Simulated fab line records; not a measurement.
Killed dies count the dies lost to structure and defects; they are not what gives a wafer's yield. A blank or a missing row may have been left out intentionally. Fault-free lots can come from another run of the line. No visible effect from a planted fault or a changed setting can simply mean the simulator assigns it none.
Which tool is to blame? | flow nand harc | 12 lots, 36 wafers sampled, at 2 steps of a route of 1302

== WHAT EACH GAUGE READ, for each wafer ==
NHARC_A_DECK1_JOINT_THK_MEAS_14: measures by ellipsometry.
lot  | measured     | on            | thk nm (nm)
L075 | day 11 07:11 | film metro-01 | 50.4 51.9 48.3
L077 | day 12 11:57 | film metro-01 | 49.9 49.3 50.4
L079 | day 13 00:13 | film metro-01 | 49.9 49.0 51.0
L082 | day 14 11:39 | film metro-01 | 51.9 49.9 54.5
L083 | day 14 22:47 | film metro-02 | 50.5 50.2 52.3
L085 | day 16 02:15 | film metro-02 | 48.9 49.9 51.9
L087 | day 17 01:53 | film metro-01 | 50.9 51.9 51.2
L089 | day 17 09:21 | film metro-01 | 51.7 49.7 49.2
L091 | day 18 09:10 | film metro-02 | 50.8 52.8 49.8
L094 | day 19 11:28 | film metro-01 | 49.4 50.6 50.3
L095 | day 20 06:52 | film metro-01 | 52.1 53.7 50.0
L097 | day 21 06:03 | film metro-02 | 50.6 53.1 50.9

== WHAT TOOL EACH LOT RAN ON (gives the tool, then ch and the chambers of the sampled wafers, and finally the start) ==
lot  | NHARC_A_CHANNEL_HOLE_D1_ETCH_25
L075 | har etch-02 ch 0,1, day 8 20:57
L077 | har etch-01 ch 0,1, day 10 00:24
L079 | har etch-02 ch 0,1, day 10 11:16
L082 | har etch-02 ch 0,1, day 11 21:28
L083 | har etch-02 ch 0,1, day 12 09:31
L085 | har etch-01 ch 0,1, day 13 11:32
L087 | har etch-01 ch 0,1, day 14 08:58
L089 | har etch-01 ch 0,1, day 14 20:04
L091 | har etch-01 ch 0,1, day 15 13:49
L094 | har etch-01 ch 0,1, day 16 19:56
L095 | har etch-01 ch 0,1, day 17 16:10
L097 | har etch-01 ch 0,1, day 18 16:25
- NHARC_A_CHANNEL_HOLE_D1_ETCH_25: etches the open film in C4F8/O2/Ar, time 1040.2 s, target depth 1500 nm.

== THE ANSWER, worked out from the rows above alone ==
Rule: usual is defined by the lots themselves. Put in order of their means at a reading, lots are off if they are a third of the lots or fewer, leave a main group of 4 or more, and stand apart from it by a gap of 3 or more times the standard deviation of the main group's means; of several such gaps the widest counts. If all means in a main group match to the digits the tables above print for the reading, that group is not used. Also off: a lot with no number at a reading for which 4 or more lots have one. Any other lot the step has rows for is counted as sound.
Nothing can be told from this: no lot is off at any reading shown.

== WHAT THE SIMULATOR HAD INSERTED ==
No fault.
